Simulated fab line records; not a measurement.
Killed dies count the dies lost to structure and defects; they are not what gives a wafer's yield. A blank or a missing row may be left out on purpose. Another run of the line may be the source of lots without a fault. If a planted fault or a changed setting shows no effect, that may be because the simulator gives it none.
fab line records | flow n5_finfet
record: lots: 9 wafers: 26 last_day: 17
route steps=1938 shown BEOL_M4@1111 BEOL_M7@1299 PASSIVATION@1936
lots that met no fault: from a run of the same line without faults
start_h: the number of hours between the record's first day and the start of the first shown wafer of the lot | wait_h: how many hours have passed since the lot's step before this one | " repeats the value in the row above | L1.1+2: one row covering several wafers at once | - no value present, or no start provided | * or withheld: withheld | < > ~ a bound
route shown NAME@n: names a module that has steps shown in the file, with the first one's number in the route | usual: mean and standard deviation over wafers with no fault | same: alike in all rows | chamber/n: place in a boat | sites: per-site readings | _std_site: the standard deviation of these | _edge_site: the outer-site mean with the inner-site mean subtracted | radius_mm: for every site, how far away it sits from the centre of the wafer | mask NAME#n: copy n | behind: the most recent tool/chamber to have shaped the wafer | hold: why the lot went on hold/how many hours it stayed there/how the hold came to an end | device: names the non-switching transistor (n, p or np) | end of line: the tests these same wafers got at the end of their route | where a step has no rows: the recipe by itself | killed: dies lost to structure and defects at the first sort, not the wafer's yield | map: the dies of a wafer, with x for killed, . for not killed, _ for no die there
set.NAME: the setting as run; set.NAME@STEP: as run at that earlier step | model.NAME: the simulator's own value behind a step, which no gauge read
a sample of lots followed through the steps of the route, with each step as a table and each wafer as a row
services: from which hour (start_h, from the record's first day; less than 0 if before it) a tool's chamber was out of use, for how many hours, and why
== steps ==
step: N5_BEOL_M4_RC_MEAS_101
usual: DIBL_N: 35.1/1.5 DIBL_P: 35.2/2 IOFF_N: 0.146/0.028 IOFF_P: 0.20/0.036 ION_N: 670/12 ION_P: 462/8.2 SS_N: 71.2/0.63 SS_P: 73.1/0.7 VT_N: 250/3.6 VT_P: -251/3.3
columns lot.wafer tool chamber start_h wait_h DIBL_N[mV/V] DIBL_P[mV/V] IOFF_N[nA/um] IOFF_P[nA/um] ION_N[uA/um] ION_P[uA/um] SS_N[mV/dec] SS_P[mV/dec] VT_N[mV] VT_P[mV]
L634.1 prober-02 0 191.51 0.0 37.9 38.4 0.224 0.29 698 474 71.8 73.8 242 -245
L634.4 " 0 " " 36.7 36.5 0.184 0.26 659 458 71.6 74.0 247 -246
L634.5 " 0 " " 37.4 37.5 0.204 0.29 689 469 72.0 73.9 246 -245
L635.1 prober-01 0 191.73 0.1 33.9 32.1 0.117 0.17 671 464 70.1 72.3 253 -250
L635.4 " 0 " " 36.1 34.9 0.152 0.20 688 466 70.9 73.4 248 -250
L635.6 " 0 " " 36.2 35.1 0.156 0.21 692 476 71.3 73.6 249 -247
L637.1 prober-02 0 213.42 0.0 35.6 37.5 0.151 0.22 662 458 71.6 72.6 250 -253
L637.5 " 0 " " 33.5 34.3 0.117 0.17 660 457 71.1 72.3 255 -253
L637.6 " 0 " " 37.4 39.3 0.196 0.26 680 465 72.9 73.2 248 -249
L646.1 prober-02 0 263.64 0.7 33.3 33.7 0.127 0.19 666 462 70.3 72.5 251 -249
L646.4 " 0 " " 32.8 34.1 0.126 0.19 664 464 70.7 72.5 251 -251
L646.5 " 0 " " 35.4 36.4 0.161 0.24 675 469 71.8 73.6 247 -247
L644.3 prober-01 0 266.73 0.3 34.1 33.7 0.121 0.22 665 469 71.1 72.8 249 -246
L644.5 " 0 " " 35.3 34.8 0.141 0.23 673 471 72.1 73.8 249 -246
L644.6 " 0 " " 36.3 36.0 0.159 0.24 676 470 71.7 73.4 249 -247
L645.5 prober-02 0 268.38 0.6 34.0 34.2 0.123 0.16 674 457 70.9 72.8 253 -256
L645.6 " 0 " " 33.5 33.2 0.112 0.15 660 455 70.4 72.2 252 -255
L649.1 prober-02 0 291.47 0.0 33.3 32.2 0.128 0.20 673 473 70.5 72.3 248 -247
L649.4 " 0 " " 35.9 36.0 0.176 0.25 685 478 70.3 73.8 243 -244
L649.5 " 0 " " 33.4 32.5 0.126 0.20 666 467 70.4 72.7 249 -251
L652.1 prober-02 0 294.09 0.0 33.7 32.9 0.123 0.16 668 457 70.8 71.9 251 -253
L652.2 " 0 " " 33.3 31.6 0.114 0.14 661 455 70.4 72.7 256 -257
L652.3 " 0 " " 36.7 36.1 0.176 0.21 671 457 71.5 73.8 249 -251
L653.1 prober-01 0 324.03 0.0 33.1 32.6 0.103 0.15 657 456 70.5 71.4 257 -255
L653.3 " 0 " " 32.8 33.5 0.110 0.17 664 464 70.8 72.8 253 -253
L653.4 " 0 " " 33.7 33.0 0.116 0.16 670 451 70.2 72.3 253 -255
step: N5_BEOL_M7_DESCUM_33
recipe: chemistry: O2 time_s: 7 source_power_w: 50 bias_power_w: 20 pressure_mtorr: 20 rf_frequency_hz: 2.712e+07 temp_c: 40 resist: CAR-EUV o2_flow_sccm: 225
usual: drypump_motor_current_A: 5.8/0.39 oes_product_au: 0.82/0.097 rf_vpp_V: 243.2/1.5 showerhead_plenum_p_Torr: 2.10/0.077 temp_c: 40.01/0.12 throttle_valve_pct: 20.5/0.3
columns lot.wafer tool chamber start_h wait_h drypump_motor_current_A oes_product_au rf_hours_counter_h rf_vpp_V showerhead_plenum_p_Torr temp_c throttle_valve_pct
L634.1 rie_diel-05 3 214.52 0.2 5.9 0.76 163 243.0 2.18 39.97 20.7
L634.4 " 1 " " 6.2 0.97 7 243.9 2.12 39.68 19.8
L634.5 " 2 " " 5.4 0.90 - 244.3 2.15 39.98 20.6
L635.1 rie_diel-06 2 220.33 0.0 5.8 0.68 247 241.5 1.97 39.95 20.9
L635.4 " 1 " " 6.2 0.74 - 246.2 2.18 40.11 20.8
L635.6 " 1 " " 6.1 0.75 - 244.2 2.18 40.02 20.8
L637.1 rie_diel-01 3 241.77 0.0 5.9 0.94 14 242.7 2.06 39.94 20.4
L637.5 " 0 " " 6.7 0.72 - 244.6 2.04 39.91 20.3
L637.6 " 3 " " 5.9 0.95 - 242.6 2.06 40.10 20.4
L646.1 rie_diel-06 3 290.40 0.4 5.9 0.84 68 243.7 2.04 39.85 20.4
L646.4 " 1 " " 6.2 0.73 193 244.8 2.18 40.03 20.8
L646.5 " 3 " " 5.9 0.84 - 243.2 2.04 40.10 20.4
L645.5 rie_diel-01 1 292.26 0.0 5.0 0.68 - 243.5 2.13 40.12 20.5
L645.6 " 0 " " 6.7 0.71 - 242.2 2.04 39.85 20.3
L644.3 rie_diel-06 0 292.47 0.0 5.5 0.93 21 244.6 2.22 39.95 20.3
L644.5 " 3 " " 5.9 0.84 - 243.3 2.04 39.99 20.4
L644.6 " 2 " " 5.8 0.95 - 245.7 2.22 39.86 20.6
L649.1 rie_diel-06 3 319.88 0.1 5.9 0.83 77 241.3 2.04 40.09 20.5
L649.4 " 0 " " 5.5 0.91 30 244.8 2.22 40.08 20.3
L649.5 " 3 " " 5.9 0.84 - 241.7 2.04 40.06 20.5
L652.1 rie_diel-05 3 328.27 0.3 5.9 0.74 195 244.5 2.17 39.97 20.8
L652.2 " 1 " " 6.2 0.89 42 245.8 2.11 40.21 19.9
L652.3 " 0 " " 5.4 0.71 189 241.7 1.99 39.93 20.5
L653.1 rie_diel-01 0 346.62 0.2 6.7 0.97 1 242.3 2.04 40.04 20.0
L653.3 " 2 " " 6.0 0.70 200 240.9 1.99 39.83 20.2
L653.4 " 2 " " 6.0 0.70 - 240.9 1.99 39.88 20.2
step: N5_BEOL_M7_ETCH_66
recipe: chemistry: N2/H2 target: SOC target_depth_a: 800 overetch_a: 160 mask_material: SiARC temp_c: 40 time_s: 120 ion_energy_ev: 200 pressure_mtorr: 30 source_w: 840 bias_w: 150 n2_flow_sccm: 200 h2_flow_sccm: 200
usual: bias_w: 150.0/0.41 chamber_pressure_mTorr: 30.001/0.029 drypump_motor_current_A: 5.8/0.4 oes_product_au: 0.62/0.074 rf_vpp_V: 524.3/2.7 showerhead_plenum_p_Torr: 2.56/0.093 temp_c: 40.01/0.11 throttle_valve_pct: 17.90/0.27
columns lot.wafer tool chamber start_h wait_h bias_w chamber_pressure_mTorr drypump_motor_current_A oes_product_au rf_hours_counter_h rf_vpp_V showerhead_plenum_p_Torr temp_c throttle_valve_pct
L634.1 rie_diel-05 3 214.59 0.0 150.3 30.019 5.9 0.58 163 527.3 2.64 39.97 18.13
L634.4 " 1 " " 150.4 29.978 6.2 0.75 7 523.7 2.61 40.01 17.36
L634.5 " 2 " " 149.7 30.009 5.4 0.70 - 524.3 2.61 40.15 18.01
L635.1 rie_diel-06 2 220.45 0.0 150.4 29.981 5.8 0.52 247 520.0 2.41 39.87 18.49
L635.4 " 1 " " 149.8 30.011 6.2 0.57 - 525.8 2.64 40.01 18.22
L635.6 " 1 " " 148.9 29.977 6.2 0.57 - 526.8 2.64 40.04 18.22
L637.1 rie_diel-01 3 241.85 0.0 149.6 30.008 5.9 0.71 14 524.0 2.49 40.16 17.66
L637.5 " 0 " " 150.3 30.014 6.7 0.55 - 522.7 2.52 39.99 17.93
L637.6 " 3 " " 149.8 29.970 5.9 0.71 - 524.8 2.49 40.12 17.65
L646.1 rie_diel-06 3 290.48 0.0 150.1 30.040 5.9 0.66 68 521.1 2.47 39.97 17.69
L646.4 " 1 " " 149.7 29.996 6.2 0.55 193 525.5 2.63 39.99 18.24
L646.5 " 3 " " 150.2 29.963 5.9 0.65 - 521.4 2.47 39.91 17.71
L645.5 rie_diel-01 1 292.36 0.0 150.7 29.971 4.9 0.52 - 524.7 2.62 40.18 18.04
L645.6 " 0 " " 149.8 29.955 6.7 0.54 - 523.4 2.52 40.01 17.92
L644.3 rie_diel-06 0 292.55 0.0 149.1 30.009 5.5 0.70 21 529.0 2.70 39.92 17.77
L644.5 " 3 " " 149.8 30.046 5.9 0.65 - 521.0 2.47 40.09 17.72
L644.6 " 2 " " 150.2 30.022 5.8 0.72 - 528.0 2.72 40.06 18.14
L649.1 rie_diel-06 3 319.96 0.0 149.8 29.996 5.9 0.64 77 522.2 2.47 39.95 17.72
L649.4 " 0 " " 149.8 30.004 5.5 0.68 30 528.7 2.69 40.16 17.79
L649.5 " 3 " " 149.8 30.016 5.9 0.64 - 522.0 2.47 39.90 17.71
L652.1 rie_diel-05 3 328.35 0.0 150.0 30.026 5.9 0.56 195 525.2 2.63 39.97 18.17
L652.2 " 1 " " 150.1 30.051 6.2 0.69 42 524.0 2.60 40.09 17.44
L652.3 " 0 " " 149.3 29.982 5.4 0.54 189 520.4 2.43 40.09 18.01
L653.1 rie_diel-01 0 346.70 0.0 149.8 29.942 6.7 0.75 1 523.0 2.51 40.02 17.53
L653.3 " 2 " " 150.0 29.982 6.0 0.53 200 520.7 2.42 39.97 17.72
L653.4 " 2 " " 149.6 30.040 6.0 0.54 - 520.7 2.42 39.99 17.72
step: N5_BEOL_M7_TRENCH_ETCH_37
recipe: chemistry: C4F6/O2 target_depth_a: 934.78 target: SiCOH_lowk time_s: 31.2 ion_energy_ev: 250 pressure_mtorr: 30 source_w: 345 bias_w: 185 Ar_flow_sccm: 300 C4F6_flow_sccm: 10 O2_flow_sccm: 10
usual: C4F6_flow_sccm: 10.00/0.033 O2_flow_sccm: 9.997/0.029 drypump_motor_current_A: 5.8/0.4 oes_f_703_au: 0.80/0.099 oes_product_au: 0.81/0.1 rf_vpp_V: 669/13 showerhead_plenum_p_Torr: 2.87/0.096 throttle_valve_pct: 20.98/0.25
columns lot.wafer tool chamber start_h wait_h C4F6_flow_sccm O2_flow_sccm drypump_motor_current_A oes_f_703_au oes_product_au rf_hours_counter_h rf_vpp_V showerhead_plenum_p_Torr throttle_valve_pct
L634.1 rie_diel-05 3 - - 9.99 10.007 5.9 0.74 0.76 163 674 2.95 21.12
L634.4 " 1 " " 10.00 9.989 6.2 0.94 0.99 7 696 2.90 20.43
L634.5 " 2 " " 10.01 10.016 5.4 0.87 0.89 - 666 2.93 21.16
L635.1 rie_diel-06 2 - - 10.03 10.000 5.8 0.70 0.68 247 655 2.67 21.34
L635.4 " 1 " " 9.97 10.012 6.2 0.77 0.75 - 662 2.94 21.21
L635.6 " 1 " " 9.97 9.992 6.2 0.76 0.75 - 663 2.94 21.21
L637.1 rie_diel-01 3 - - 10.02 9.994 5.9 0.97 0.95 14 664 2.78 20.81
L637.5 " 0 " " 10.03 10.006 6.7 0.72 0.72 - 657 2.82 20.99
L637.6 " 3 " " 9.99 9.998 5.9 0.97 0.95 - 665 2.78 20.82
L646.1 rie_diel-06 3 - - 9.96 9.990 5.9 0.83 0.85 68 681 2.78 20.91
L646.4 " 1 " " 9.98 10.016 6.2 0.74 0.73 193 663 2.93 21.25
L646.5 " 3 " " 10.03 10.008 5.9 0.82 0.84 - 684 2.78 20.92
L645.5 rie_diel-01 1 - - 10.03 9.947 4.9 0.68 0.67 - 673 2.92 21.13
L645.6 " 0 " " 10.01 9.985 6.7 0.72 0.71 - 653 2.82 21.02
L644.3 rie_diel-06 0 - - 10.00 9.980 5.4 0.90 0.92 21 667 3.05 21.07
L644.5 " 3 " " 10.04 9.944 5.9 0.82 0.85 - 683 2.78 20.92
L644.6 " 2 " " 10.00 9.987 5.7 0.95 0.95 - 665 3.00 21.06
L649.1 rie_diel-06 3 - - 10.00 9.970 5.9 0.82 0.83 77 683 2.77 20.94
L649.4 " 0 " " 9.99 10.000 5.5 0.89 0.89 30 666 3.05 21.07
L649.5 " 3 " " 10.00 9.985 5.9 0.81 0.83 - 680 2.77 20.94
L652.1 rie_diel-05 3 - - 10.00 9.957 5.9 0.71 0.72 195 674 2.93 21.19
L652.2 " 1 " " 10.03 9.991 6.3 0.86 0.89 42 695 2.89 20.47
L652.3 " 0 " " 9.96 9.983 5.4 0.68 0.70 189 660 2.73 21.08
L653.1 rie_diel-01 0 - - 10.01 10.019 6.7 0.98 1.00 1 654 2.81 20.68
L653.3 " 2 " " 9.97 9.945 6.0 0.67 0.68 201 647 2.74 20.86
L653.4 " 2 " " 9.93 9.991 6.0 0.67 0.69 - 647 2.74 20.86
step: N5_BEOL_M7_ETCH_41
recipe: chemistry: CH3F/O2 target: SiCN target_depth_a: 319 taper_deg: 2 time_s: 57.8 ion_energy_ev: 120 mask_material: TiN pressure_mtorr: 30 source_w: 395 bias_w: 75 Ar_flow_sccm: 150 CH3F_flow_sccm: 30 O2_flow_sccm: 20
usual: CH3F_flow_sccm: 30.01/0.098 O2_flow_sccm: 20.00/0.063 drypump_motor_current_A: 5.8/0.4 oes_product_au: 0.81/0.1 rf_vpp_V: 297.5/1.4 showerhead_plenum_p_Torr: 2.02/0.071 throttle_valve_pct: 16.35/0.24
columns lot.wafer tool chamber start_h wait_h CH3F_flow_sccm O2_flow_sccm drypump_motor_current_A oes_product_au rf_hours_counter_h rf_vpp_V showerhead_plenum_p_Torr throttle_valve_pct
L634.1 rie_diel-05 3 214.82 - 29.96 19.98 5.8 0.74 163 298.7 2.08 16.55
L634.4 " 1 " " 30.01 19.97 6.3 0.97 7 297.4 2.04 15.82
L634.5 " 2 " " 29.88 19.94 5.4 0.89 - 296.2 2.06 16.42
L635.1 rie_diel-06 2 220.79 - - - - - - - - -
L635.4 " 1 " " - - - - - - - -
L635.6 " 1 " " - - - - - - - -
L637.1 rie_diel-01 3 242.07 - - - - - - - - -
L637.5 " 0 " " - - - - - - - -
L637.6 " 3 " " - - - - - - - -
L646.1 rie_diel-06 3 290.70 - 29.90 19.91 5.9 0.85 68 296.9 1.95 16.26
L646.4 " 1 " " 29.91 20.04 6.2 0.73 193 298.5 2.07 16.68
L646.5 " 3 " " 29.99 19.93 5.9 0.85 - 295.8 1.95 16.28
L645.5 rie_diel-01 1 292.57 - 30.10 19.89 4.9 0.68 - 299.1 2.05 16.54
L645.6 " 0 " " 29.98 19.94 6.7 0.72 - 297.5 1.98 16.46
L644.3 rie_diel-06 0 292.77 - 29.98 20.10 5.5 0.92 21 299.2 2.15 16.34
L644.5 " 3 " " 29.93 19.98 5.9 0.85 - 295.4 1.95 16.29
L644.6 " 2 " " 29.92 20.05 5.8 0.95 - 300.8 2.12 16.37
L649.1 rie_diel-06 3 320.19 - 29.99 19.98 5.9 0.83 77 296.0 1.95 16.31
L649.4 " 0 " " 30.17 20.00 5.5 0.90 30 298.9 2.14 16.35
L649.5 " 3 " " 30.10 20.04 5.9 0.84 - 297.2 1.95 16.29
L652.1 rie_diel-05 3 328.57 - 30.18 20.02 5.9 0.72 195 299.9 2.07 16.59
L652.2 " 1 " " 30.05 20.04 6.3 0.90 42 298.4 2.03 15.86
L652.3 " 0 " " 29.98 19.98 5.4 0.70 189 295.8 1.91 16.45
L653.1 rie_diel-01 0 346.92 - 30.02 19.86 6.7 0.99 1 297.9 1.97 16.02
L653.3 " 2 " " 29.95 20.04 6.0 0.69 201 295.9 1.92 16.29
L653.4 " 2 " " 29.95 20.12 6.0 0.68 - 296.8 1.92 16.26
step: N5_PASSIVATION_PROBE_49
usual: defect_limited_yield: 91.4/1.4 killed_at_M0_to_M3: 32/10 killed_at_M4_up: 13/5.6 killed_at_contacts: 13/6.6 killed_at_front_end: 39/13 killed_at_other: 3.4/2.8 killed_dies: 101/17 killed_on_rim: 14/4.5 killed_open: 66/13 killed_short: 33/7 sort_bin_5_function: 5.0/0.93 sort_bin_6_memory: 3.2/0.65 sort_n_pass: 1078/17 sort_yield_pct: 91.4/1.4
same: gross_dies: 1180 killed_at_back_side: 0 sort_bin_4_leakage[%]: 0 sort_bin_8_speed[%]: 0
columns lot.wafer tool chamber start_h wait_h defect_limited_yield[%] killed_at_M0_to_M3 killed_at_M4_up killed_at_contacts killed_at_front_end killed_at_other killed_dies killed_on_rim killed_open killed_short sort_bin_5_function[%] sort_bin_6_memory[%] sort_n_pass sort_yield_pct[%]
L634.1 prober-02 - 292.74 0.0 90.3 39 10 7 51 8 115 15 70 39 5.7 3.2 1065 90.3
L634.4 prober-02 - 292.89 0.2 90.8 45 9 16 22 16 108 16 70 38 5.5 3.0 1072 90.8
L634.5 prober-02 - 292.94 0.2 89.4 44 12 19 46 4 125 15 71 47 6.0 3.4 1055 89.4
L635.1 prober-02 - 306.64 0.0 0 35 1076 12 53 4 1180 152 70 38 96.3 3.6 0 0
L635.4 prober-02 - 306.79 0.2 0 36 1069 13 59 3 1180 152 92 31 95.6 3.9 0 0
L635.6 prober-02 - 306.89 0.3 0 33 1074 14 56 3 1180 152 79 39 96.3 3.3 0 0
L637.1 prober-02 - 324.99 0.0 0 26 1105 13 33 3 1180 152 60 26 96.6 3.2 0 0
L637.5 prober-02 - 325.19 0.2 0 29 1080 11 60 0 1180 152 82 28 96.4 3.5 0 0
L637.6 prober-02 - 325.24 0.3 0 26 1088 9 55 2 1180 152 68 31 95.9 3.9 0 0
L645.5 prober-01 - 365.25 0.2 91.8 48 11 9 26 3 97 15 55 41 4.9 3.1 1083 91.8
L645.6 prober-01 - 365.30 0.3 91.9 33 16 7 32 8 96 20 57 31 4.2 3.3 1084 91.9
L649.1 prober-01 - 395.73 0.0 91.4 40 4 15 39 4 102 18 69 33 5.5 2.9 1078 91.4
L649.4 prober-01 - 395.88 0.2 91.3 36 13 12 38 4 103 15 65 32 4.6 3.3 1077 91.3
L649.5 prober-01 - 395.93 0.2 89.4 40 17 15 47 6 125 16 76 40 5.8 3.6 1055 89.4
killed by level:class
L634.1 STI_FIN_REVEAL:geometric_particle:open=11 BEOL_M0_SAQP:geometric_particle:short=11 FIN_SAQP:geometric_particle:short=10 BEOL_M0_SAQP:geometric_particle:open=9 FIN_SAQP:geometric_particle:open=7 MOL_CONTACT_COAG:geometric_particle:open=6 BEOL_M2:geometric_particle:open=6 HKMG_FIN:area_etch=6
L634.4 BEOL_M2:geometric_particle:open=18 STI_FIN_REVEAL:geometric_particle:open=10 MOL_CONTACT_COAG:geometric_particle:open=10 BEOL_M3:geometric_particle:open=9 BEOL_M0_SAQP:geometric_particle:short=7 MOL_CONTACT_COAG:geometric_particle:short=6 BEOL_M0_SAQP:geometric_particle:open=6 FIN_SAQP:geometric_particle:short=4
L634.5 MOL_CONTACT_COAG:geometric_particle:open=15 BEOL_M2:geometric_particle:open=10 BEOL_M0_SAQP:geometric_particle:short=8 FIN_SAQP:geometric_particle:open=7 BEOL_M3:geometric_particle:short=7 HKMG_FIN:area_etch=7 BEOL_M4:geometric_particle:open=6 STI_FIN_REVEAL:geometric_particle:open=5
L635.1 BEOL_M7:area_etch=1069 STI_FIN_REVEAL:geometric_particle:open=13 MOL_CONTACT_COAG:geometric_particle:open=10 BEOL_M0_SAQP:geometric_particle:short=10 BEOL_M0_SAQP:geometric_particle:open=9 FIN_SAQP:geometric_particle:open=8 FIN_SAQP:geometric_particle:short=7 GATE_CUT:geometric_particle:short=7
L635.4 BEOL_M7:area_etch=1054 STI_FIN_REVEAL:geometric_particle:open=16 FIN_SAQP:geometric_particle:open=14 MOL_CONTACT_COAG:geometric_particle:open=11 BEOL_M1:geometric_particle:open=7 BEOL_M4:geometric_particle:open=7 BEOL_M0_SAQP:geometric_particle:open=6 BEOL_M3:geometric_particle:open=6
L635.6 BEOL_M7:area_etch=1060 STI_FIN_REVEAL:geometric_particle:open=13 FIN_SAQP:geometric_particle:short=12 MOL_CONTACT_COAG:geometric_particle:open=10 FIN_SAQP:geometric_particle:open=9 BEOL_M3:geometric_particle:open=8 BEOL_M0_SAQP:geometric_particle:open=7 GATE_CUT:geometric_particle:open=6
L637.1 BEOL_M7:area_etch=1094 MOL_CONTACT_COAG:geometric_particle:open=10 STI_FIN_REVEAL:geometric_particle:open=9 BEOL_M2:geometric_particle:open=9 FIN_SAQP:geometric_particle:short=5 BEOL_M1:geometric_particle:open=5 BEOL_M4:geometric_particle:open=5 FIN_SAQP:geometric_particle:open=4
L637.5 BEOL_M7:area_etch=1069 FIN_SAQP:geometric_particle:open=19 BEOL_M2:geometric_particle:open=14 MOL_CONTACT_COAG:geometric_particle:open=8 BEOL_M1:geometric_particle:open=8 FIN_SAQP:geometric_particle:short=6 STI_FIN_REVEAL:geometric_particle:open=6 DUMMY_GATE:geometric_particle:open=5
L637.6 BEOL_M7:area_etch=1078 STI_FIN_REVEAL:geometric_particle:open=17 MOL_CONTACT_COAG:geometric_particle:open=9 ILD0:geometric_particle:open=6 BEOL_M1:geometric_particle:open=6 FIN_SAQP:geometric_particle:short=5 GATE_CUT:geometric_particle:short=5 BEOL_M2:geometric_particle:open=5
L645.5 BEOL_M0_SAQP:geometric_particle:short=20 BEOL_M0_SAQP:geometric_particle:open=13 MOL_CONTACT_COAG:geometric_particle:open=7 BEOL_M2:geometric_particle:open=7 FIN_SAQP:geometric_particle:open=6 FIN_SAQP:geometric_particle:short=5 BEOL_M4:geometric_particle:open=4 STARTING-WAFER:geometric_particle:open=3
L645.6 BEOL_M0_SAQP:geometric_particle:open=11 BEOL_M0_SAQP:geometric_particle:short=10 BEOL_M2:geometric_particle:open=8 FIN_SAQP:geometric_particle:short=7 HKMG_FIN:area_etch=6 MOL_CONTACT_COAG:geometric_particle:open=5 BEOL_M4:geometric_particle:open=5 BEOL_M5:geometric_particle:open=4
L649.1 MOL_CONTACT_COAG:geometric_particle:open=12 BEOL_M0_SAQP:geometric_particle:short=11 STI_FIN_REVEAL:geometric_particle:open=10 FIN_SAQP:geometric_particle:open=9 BEOL_M0_SAQP:geometric_particle:open=9 BEOL_M3:geometric_particle:open=8 DUMMY_GATE:geometric_particle:open=6 BEOL_M3:geometric_particle:short=6
L649.4 BEOL_M3:geometric_particle:open=11 BEOL_M0_SAQP:geometric_particle:open=10 STI_FIN_REVEAL:geometric_particle:open=9 MOL_CONTACT_COAG:geometric_particle:open=8 DUMMY_GATE:geometric_particle:open=6 HKMG_FIN:area_etch=6 BEOL_M0_SAQP:geometric_particle:short=5 BEOL_M4:geometric_particle:short=5
L649.5 BEOL_M0_SAQP:geometric_particle:short=11 MOL_CONTACT_COAG:geometric_particle:open=9 BEOL_M0_SAQP:geometric_particle:open=8 HKMG_FIN:area_etch=8 FIN_SAQP:geometric_particle:open=7 DUMMY_GATE:geometric_particle:open=7 MOL_CONTACT_COAG:geometric_particle:short=6 BEOL_M1:geometric_particle:open=6
== services ==
columns tool chamber start_h hours kind
rie_diel-06 0 213.94 - clean
rie_diel-06 0 213.94 - consumable_replace:focus_ring
rie_diel-06 0 213.94 - consumable_replace:showerhead
rie_diel-06 0 213.94 17.7 scheduled_down
rie_diel-06 0 213.94 17.7 vent_cycle
rie_diel-06 2 231.70 - clean
rie_diel-06 2 231.70 - consumable_replace:focus_ring
rie_diel-06 2 231.70 - consumable_replace:showerhead
rie_diel-06 2 231.70 23.1 scheduled_down
rie_diel-06 2 231.70 23.1 vent_cycle
rie_diel-05 0 247.47 3.2 repair
rie_diel-05 3 249.30 7.6 repair
rie_diel-01 - 296.55 2.8 pm
rie_diel-01 0 329.32 - clean
rie_diel-01 0 329.32 - consumable_replace:focus_ring
rie_diel-01 0 329.32 14.9 scheduled_down
rie_diel-01 0 329.32 14.9 vent_cycle
rie_diel-05 - 337.19 0.3 repair
rie_diel-01 1 344.20 - clean
rie_diel-01 1 344.20 - consumable_replace:focus_ring
rie_diel-01 1 344.20 14.5 scheduled_down
rie_diel-01 1 344.20 14.5 vent_cycle
== key ==
first_sign: step: N5_BEOL_M7_ETCH_41 reading: tool_record direction: missing
effect: step: N5_PASSIVATION_PROBE_49 reading: killed_at_M4_up direction: up sigmas: 99+ usual: 13 struck: 1082
more_kills_born_at: N5_BEOL_M7_ETCH_41@rie_diel-01: 3241 N5_BEOL_M7_ETCH_41@rie_diel-06: 3183
met_at N5_BEOL_M7_ETCH_41
struck_lots L635,L637
later_rows_left_out L635.1,L635.4,L635.6,L637.1,L637.5,L637.6
not_acting_at N5_BEOL_M7_DESCUM_33,N5_BEOL_M7_ETCH_66,N5_BEOL_M7_TRENCH_ETCH_37
fault: kind: skipped_step_whole tool: rie_diel-01,rie_diel-06 chamber: - onset_h: 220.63 steps: N5_BEOL_M7_ETCH_41 scope: struck_lots_only
later_rows_left_out: the simulator's readings of these wafers behind a module that went badly wrong aren't trusted and aren't shown, but for the sort
